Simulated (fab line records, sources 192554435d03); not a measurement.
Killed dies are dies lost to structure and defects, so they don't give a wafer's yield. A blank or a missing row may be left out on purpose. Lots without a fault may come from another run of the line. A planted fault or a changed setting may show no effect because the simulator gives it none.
Which tool did it? | flow n5_finfet | 24 lots, 72 wafers sampled, at 6 steps of a route of 1938

WHAT THE GAUGES READ, wafer by wafer
N5_BEOL_M2_OVL_MEAS_29.
lot  | measured     | on         | V1_OVL (nm)
L075 | day 6 18:13  | overlay-02 | 2.7 1.5 1.2
L074 | day 6 22:07  | overlay-01 | 0.0 -0.6 0.2
L076 | day 7 04:23  | overlay-02 | 0.2 0.9 0.4
L077 | day 7 09:01  | overlay-01 | -0.2 0.5 0.6
L079 | day 7 19:55  | overlay-02 | 0.4 0.0 0.5
L078 | day 7 23:32  | overlay-02 | 0.2 2.2 0.9
L080 | day 8 01:37  | overlay-01 | 1.6 0.6 1.2
L081 | day 8 12:16  | overlay-02 | 1.4 0.5 0.6
L082 | day 8 16:02  | overlay-02 | 0.0 0.1 -0.2
L083 | day 8 22:56  | overlay-02 | 0.0 0.0 0.5
L084 | day 9 11:19  | overlay-01 | 2.6 1.6 2.5
L087 | day 10 02:01 | overlay-01 | 0.4 0.4 1.0
L085 | day 10 10:15 | overlay-02 | 1.6 2.0 0.3
L086 | day 10 10:19 | overlay-01 | 0.6 0.5 1.6
L088 | day 10 20:53 | overlay-01 | 0.2 1.6 1.9
L089 | day 10 21:00 | overlay-02 | -0.7 1.5 1.1
L091 | day 10 21:06 | overlay-01 | -1.2 -0.2 0.5
L090 | day 11 00:38 | overlay-02 | 0.6 0.4 1.2
L092 | day 11 04:47 | overlay-01 | 1.4 0.9 0.5
L093 | day 11 08:31 | overlay-01 | 1.4 0.2 1.3
L094 | day 11 13:19 | overlay-02 | 0.4 0.4 0.8
L095 | day 11 22:23 | overlay-02 | -0.3 0.7 0.5
L096 | day 12 04:42 | overlay-01 | 0.1 -1.1 0.1
L097 | day 12 17:07 | overlay-01 | 0.5 0.2 1.0

N5_BEOL_M2_RS_MEAS_58: measures by four-point-probe.
lot  | measured     | on            | M2_RS (ohm/sq)
L075 | day 6 22:40  | film_metro-01 | 0.62 0.65 0.64
L074 | day 7 04:46  | film_metro-02 | 0.68 0.63 0.71
L076 | day 7 09:30  | film_metro-02 | 0.66 0.68 0.67
L077 | day 7 17:58  | film_metro-01 | 0.64 0.61 0.67
L079 | day 8 03:35  | film_metro-02 | 0.69 0.64 0.65
L078 | day 8 05:26  | film_metro-01 | 0.65 0.68 0.67
L080 | day 8 11:22  | film_metro-01 | 0.72 0.69 0.67
L081 | day 8 17:20  | film_metro-02 | 0.69 0.71 0.67
L082 | day 9 00:38  | film_metro-01 | 0.71 0.61 0.72
L083 | day 9 04:26  | film_metro-02 | 0.61 0.70 0.64
L084 | day 9 15:50  | film_metro-01 | 0.58 0.66 0.65
L087 | day 10 10:04 | film_metro-02 | 0.60 0.71 0.58
L085 | day 10 14:37 | film_metro-02 | 0.74 0.64 0.71
L086 | day 10 15:01 | film_metro-02 | 0.59 0.63 0.67
L088 | day 11 03:34 | film_metro-01 | 0.61 0.62 0.54
L089 | day 11 05:57 | film_metro-01 | 0.66 0.61 0.62
L091 | day 11 06:45 | film_metro-02 | 0.69 0.63 0.73
L090 | day 11 07:49 | film_metro-01 | 0.76 0.66 0.64
L092 | day 11 12:05 | film_metro-02 | 0.78 0.64 0.70
L093 | day 11 15:29 | film_metro-02 | 0.65 0.67 0.65
L094 | day 11 20:08 | film_metro-02 | 0.67 0.68 0.66
L095 | day 12 05:33 | film_metro-01 | 0.63 0.61 0.61
L096 | day 12 10:07 | film_metro-02 | 0.69 0.68 0.70
L097 | day 13 07:45 | film_metro-02 | 0.67 0.64 0.64

WHICH TOOL RAN EACH LOT (tool, then ch and the chambers of the sampled wafers, then the start)
lot  | N5_BEOL_M2_DESCUM_33               | N5_BEOL_M2_SPUTTER_86        | N5_BEOL_M2_SPUTTER_88        | N5_BEOL_M2_ANNEAL_51
L075 | rie_diel-05 ch 1,3, day 6 18:17    | pvd_sputter-03, day 6 20:31  | pvd_sputter-03, day 6 20:44  | rtp_anneal-01 ch 0, day 6 21:55
L074 | rie_diel-04 ch 0,1,3, day 6 22:13  | pvd_sputter-02, day 7 02:34  | pvd_sputter-02, day 7 02:47  | rtp_anneal-01 ch 0, day 7 03:52
L076 | rie_diel-05 ch 0,2,3, day 7 04:29  | pvd_sputter-01, day 7 07:11  | pvd_sputter-01, day 7 07:24  | rtp_anneal-01 ch 0, day 7 08:37
L077 | rie_diel-04 ch 0,1,2, day 7 09:13  | pvd_sputter-02, day 7 15:49  | pvd_sputter-02, day 7 16:02  | rtp_anneal-01 ch 0, day 7 17:16
L079 | rie_diel-04 ch 2,3, day 7 20:06    | pvd_sputter-01, day 8 01:26  | pvd_sputter-01, day 8 01:40  | rtp_anneal-02 ch 0, day 8 02:47
L078 | rie_diel-03 ch 0,1, day 7 23:38    | pvd_sputter-01, day 8 03:17  | pvd_sputter-01, day 8 03:30  | rtp_anneal-02 ch 0, day 8 04:34
L080 | rie_diel-04 ch 0,1,3, day 8 01:52  | pvd_sputter-01, day 8 09:13  | pvd_sputter-01, day 8 09:26  | rtp_anneal-02 ch 0, day 8 10:34
L081 | rie_diel-05 ch 1,2, day 8 12:25    | pvd_sputter-02, day 8 15:11  | pvd_sputter-02, day 8 15:24  | rtp_anneal-02 ch 0, day 8 16:31
L082 | rie_diel-04 ch 0,1,3, day 8 16:24  | pvd_sputter-03, day 8 22:13  | pvd_sputter-03, day 8 22:26  | rtp_anneal-01 ch 0, day 8 23:31
L083 | rie_diel-05 ch 0,1,3, day 8 23:01  | pvd_sputter-01, day 9 01:49  | pvd_sputter-01, day 9 02:02  | rtp_anneal-02 ch 0, day 9 03:35
L084 | rie_diel-03 ch 1,3, day 9 11:24    | pvd_sputter-03, day 9 13:41  | pvd_sputter-03, day 9 13:55  | rtp_anneal-01 ch 0, day 9 15:02
L087 | rie_diel-04 ch 0,1, day 10 02:23   | pvd_sputter-03, day 10 07:31 | pvd_sputter-03, day 10 07:46 | rtp_anneal-02 ch 0, day 10 09:19
L085 | rie_diel-03 ch 0,3, day 10 10:20   | pvd_sputter-02, day 10 12:28 | pvd_sputter-02, day 10 12:41 | rtp_anneal-02 ch 0, day 10 13:45
L086 | rie_diel-05 ch 0,1, day 10 10:24   | pvd_sputter-03, day 10 12:43 | pvd_sputter-03, day 10 12:58 | rtp_anneal-01 ch 0, day 10 14:12
L088 | rie_diel-03 ch 0,3, day 10 20:59   | pvd_sputter-02, day 11 01:25 | pvd_sputter-02, day 11 01:38 | rtp_anneal-02 ch 0, day 11 02:43
L089 | rie_diel-04 ch 1,2, day 10 21:05   | pvd_sputter-03, day 11 03:48 | pvd_sputter-03, day 11 04:01 | rtp_anneal-02 ch 0, day 11 05:11
L091 | rie_diel-04 ch 0,1,2, day 10 21:11 | pvd_sputter-01, day 11 04:35 | pvd_sputter-01, day 11 04:48 | rtp_anneal-02 ch 0, day 11 05:52
L090 | rie_diel-04 ch 0,2, day 11 00:43   | pvd_sputter-03, day 11 05:38 | pvd_sputter-03, day 11 05:52 | rtp_anneal-02 ch 0, day 11 06:59
L092 | rie_diel-04 ch 0,1,2, day 11 04:52 | pvd_sputter-02, day 11 09:56 | pvd_sputter-02, day 11 10:09 | rtp_anneal-02 ch 0, day 11 11:13
L093 | rie_diel-03 ch 0,1,3, day 11 08:37 | pvd_sputter-02, day 11 13:17 | pvd_sputter-02, day 11 13:31 | rtp_anneal-01 ch 0, day 11 14:37
L094 | rie_diel-05 ch 2,3, day 11 13:24   | pvd_sputter-03, day 11 17:55 | pvd_sputter-03, day 11 18:08 | rtp_anneal-01 ch 0, day 11 19:15
L095 | rie_diel-04 ch 1,2, day 11 22:28   | pvd_sputter-01, day 12 03:21 | pvd_sputter-01, day 12 03:34 | rtp_anneal-01 ch 0, day 12 04:47
L096 | rie_diel-03 ch 1,2, day 12 04:46   | pvd_sputter-02, day 12 07:22 | pvd_sputter-02, day 12 07:35 | rtp_anneal-02 ch 0, day 12 09:14
L097 | rie_diel-05 ch 1,2, day 12 17:13   | pvd_sputter-02, day 13 05:36 | pvd_sputter-02, day 13 05:49 | rtp_anneal-02 ch 0, day 13 06:53
- N5_BEOL_M2_DESCUM_33: chemistry O2, time 7 s.
- N5_BEOL_M2_SPUTTER_86: material Cu, target thk 4.5 nm, time 8.29 s.
- N5_BEOL_M2_SPUTTER_88: material Cu, target thk 4.5 nm, time 8.29 s.
- N5_BEOL_M2_ANNEAL_51: time 90 s.

WHAT THE TOOLS THEMSELVES READ (means of the sampled wafers that have a number; where no wafer has one, the mark that the record gives instead)
N5_BEOL_M2_DESCUM_33.
lot  | tool        | bias_power_w (W) | chamber_pressure_mTorr (mTorr) | drypump_motor_current_A (A) | oes_product_au (a.u.) | rf_vpp_V (V) | showerhead_plenum_p_Torr (Torr) | throttle_valve_pct (%)
L075 | rie_diel-05 | 20.01            | 20.008                         | 5.7                         | 0.80                  | 243.8        | 2.13                            | 20.79
L074 | rie_diel-04 | 20.00            | 20.005                         | 5.5                         | 0.82                  | 243.9        | 2.11                            | 20.48
L076 | rie_diel-05 | 19.98            | 20.009                         | 5.7                         | 0.74                  | 242.4        | 2.09                            | 20.70
L077 | rie_diel-04 | 20.03            | 20.014                         | 5.2                         | 0.88                  | 242.4        | 2.08                            | 20.56
L079 | rie_diel-04 | 20.05            | 20.021                         | 6.0                         | 0.76                  | 243.7        | 2.14                            | 20.66
L078 | rie_diel-03 | 19.94            | 19.995                         | 6.0                         | 0.72                  | 243.6        | 2.09                            | 20.58
L080 | rie_diel-04 | 19.97            | 20.002                         | 5.5                         | 0.80                  | 243.5        | 2.11                            | 20.49
L081 | rie_diel-05 | 20.01            | 19.999                         | 5.3                         | 0.81                  | 244.2        | 2.14                            | 20.71
L082 | rie_diel-04 | 20.06            | 20.004                         | 5.5                         | 0.80                  | 243.1        | 2.11                            | 20.52
L083 | rie_diel-05 | 19.98            | 20.018                         | 5.7                         | 0.78                  | 243.3        | 2.08                            | 20.70
L084 | rie_diel-03 | 20.00            | 20.008                         | 5.7                         | 0.86                  | 244.4        | 2.13                            | 20.49
L087 | rie_diel-04 | 19.99            | 20.026                         | 5.0                         | 0.83                  | 242.9        | 2.10                            | 20.50
L085 | rie_diel-03 | 20.02            | 19.998                         | 5.7                         | 0.92                  | 243.5        | 2.08                            | 20.28
L086 | rie_diel-05 | 20.01            | 19.995                         | 5.5                         | 0.83                  | 243.3        | 2.09                            | 20.65
L088 | rie_diel-03 | 19.97            | 20.013                         | 5.6                         | 0.89                  | 243.5        | 2.10                            | 20.37
L089 | rie_diel-04 | 20.01            | 20.002                         | 5.4                         | 0.84                  | 243.4        | 2.03                            | 20.55
L091 | rie_diel-04 | 19.97            | 19.994                         | 5.2                         | 0.84                  | 242.9        | 2.07                            | 20.59
L090 | rie_diel-04 | 19.95            | 20.000                         | 5.3                         | 0.85                  | 243.0        | 2.09                            | 20.72
L092 | rie_diel-04 | 19.99            | 20.002                         | 5.2                         | 0.84                  | 242.7        | 2.07                            | 20.59
L093 | rie_diel-03 | 19.96            | 20.006                         | 5.9                         | 0.86                  | 242.2        | 2.10                            | 20.44
L094 | rie_diel-05 | 19.93            | 19.987                         | 5.5                         | 0.71                  | 242.9        | 2.12                            | 20.83
L095 | rie_diel-04 | 19.97            | 19.988                         | 5.4                         | 0.82                  | 242.5        | 2.02                            | 20.58
L096 | rie_diel-03 | 20.00            | 19.997                         | 5.7                         | 0.91                  | 243.2        | 2.13                            | 20.43
L097 | rie_diel-05 | 19.92            | 20.018                         | 5.3                         | 0.76                  | 243.2        | 2.13                            | 20.74

N5_BEOL_M2_SPUTTER_86.
lot  | tool           | substrate_temp_c (C) | throttle_valve_pct (%)
L075 | pvd_sputter-03 | -20.09               | 30.5
L074 | pvd_sputter-02 | -19.96               | 29.5
L076 | pvd_sputter-01 | -20.09               | 29.0
L077 | pvd_sputter-02 | -20.05               | 29.8
L079 | pvd_sputter-01 | -20.04               | 30.2
L078 | pvd_sputter-01 | -20.05               | 29.1
L080 | pvd_sputter-01 | -19.99               | 29.3
L081 | pvd_sputter-02 | -20.04               | 30.7
L082 | pvd_sputter-03 | -20.08               | 30.5
L083 | pvd_sputter-01 | -20.08               | 29.4
L084 | pvd_sputter-03 | -20.02               | 30.4
L087 | pvd_sputter-03 | -19.99               | 29.5
L085 | pvd_sputter-02 | -19.91               | 30.2
L086 | pvd_sputter-03 | -20.04               | 30.3
L088 | pvd_sputter-02 | -20.06               | 30.3
L089 | pvd_sputter-03 | -20.01               | 30.6
L091 | pvd_sputter-01 | -20.01               | 28.8
L090 | pvd_sputter-03 | -20.06               | 30.5
L092 | pvd_sputter-02 | -20.00               | 30.1
L093 | pvd_sputter-02 | -19.98               | 29.7
L094 | pvd_sputter-03 | -19.99               | 30.4
L095 | pvd_sputter-01 | -19.97               | 29.2
L096 | pvd_sputter-02 | -20.03               | 29.9
L097 | pvd_sputter-02 | -19.99               | 29.9

N5_BEOL_M2_SPUTTER_88.
lot  | tool           | substrate_temp_c (C) | throttle_valve_pct (%)
L075 | pvd_sputter-03 | -20.06               | 30.3
L074 | pvd_sputter-02 | -20.06               | 29.5
L076 | pvd_sputter-01 | -20.10               | 28.9
L077 | pvd_sputter-02 | -20.13               | 29.6
L079 | pvd_sputter-01 | -19.95               | 30.1
L078 | pvd_sputter-01 | -20.05               | 29.2
L080 | pvd_sputter-01 | -19.97               | 29.5
L081 | pvd_sputter-02 | -20.03               | 30.7
L082 | pvd_sputter-03 | -20.05               | 30.5
L083 | pvd_sputter-01 | -20.06               | 29.4
L084 | pvd_sputter-03 | -20.10               | 30.3
L087 | pvd_sputter-03 | -19.98               | 29.4
L085 | pvd_sputter-02 | -19.98               | 30.3
L086 | pvd_sputter-03 | -19.94               | 30.1
L088 | pvd_sputter-02 | -19.98               | 30.2
L089 | pvd_sputter-03 | -20.03               | 30.6
L091 | pvd_sputter-01 | -20.05               | 28.8
L090 | pvd_sputter-03 | -20.00               | 30.4
L092 | pvd_sputter-02 | -20.01               | 30.1
L093 | pvd_sputter-02 | -19.98               | 29.5
L094 | pvd_sputter-03 | -20.01               | 30.5
L095 | pvd_sputter-01 | -19.94               | 29.2
L096 | pvd_sputter-02 | -19.89               | 29.9
L097 | pvd_sputter-02 | -20.04               | 29.9

N5_BEOL_M2_ANNEAL_51.
lot  | tool          | wafer_temp_C_max
L075 | rtp_anneal-01 | 225.6
L074 | rtp_anneal-01 | 225.7
L076 | rtp_anneal-01 | 225.8
L077 | rtp_anneal-01 | 225.7
L079 | rtp_anneal-02 | 226.6
L078 | rtp_anneal-02 | 226.4
L080 | rtp_anneal-02 | 226.6
L081 | rtp_anneal-02 | 226.6
L082 | rtp_anneal-01 | 225.2
L083 | rtp_anneal-02 | 226.3
L084 | rtp_anneal-01 | 225.7
L087 | rtp_anneal-02 | 226.3
L085 | rtp_anneal-02 | 226.7
L086 | rtp_anneal-01 | 225.3
L088 | rtp_anneal-02 | 226.4
L089 | rtp_anneal-02 | 226.7
L091 | rtp_anneal-02 | 226.8
L090 | rtp_anneal-02 | 226.5
L092 | rtp_anneal-02 | 226.1
L093 | rtp_anneal-01 | 225.6
L094 | rtp_anneal-01 | 225.5
L095 | rtp_anneal-01 | 225.6
L096 | rtp_anneal-02 | 226.0
L097 | rtp_anneal-02 | 226.7

THE ANSWER, worked out from the rows above alone
Rule: what is usual is taken from the lots themselves. Put in order of their means at a reading, lots are off if they are a third of the lots or fewer, leave a main group of 4 or more, and stand apart from it by a gap of 3 or more times the standard deviation of the main group's means; of several such gaps the widest counts. A main group whose means are all the same, to the digits that the tables above print for the reading, isn't used. A lot without any number at a reading at which 4 lots or more have one is off too. The other lots that the step has rows for count as sound. The gauges are gone through in route order, then the tools' own readings, and for those a lot's mean is taken as printed above. The first step at which some lot is off is used, and at that step the reading that is off furthest; a lot without a number counts as furthest.
No lot is off at any reading shown: from this, nothing can be told.

WHAT THE SIMULATOR HAD PUT IN
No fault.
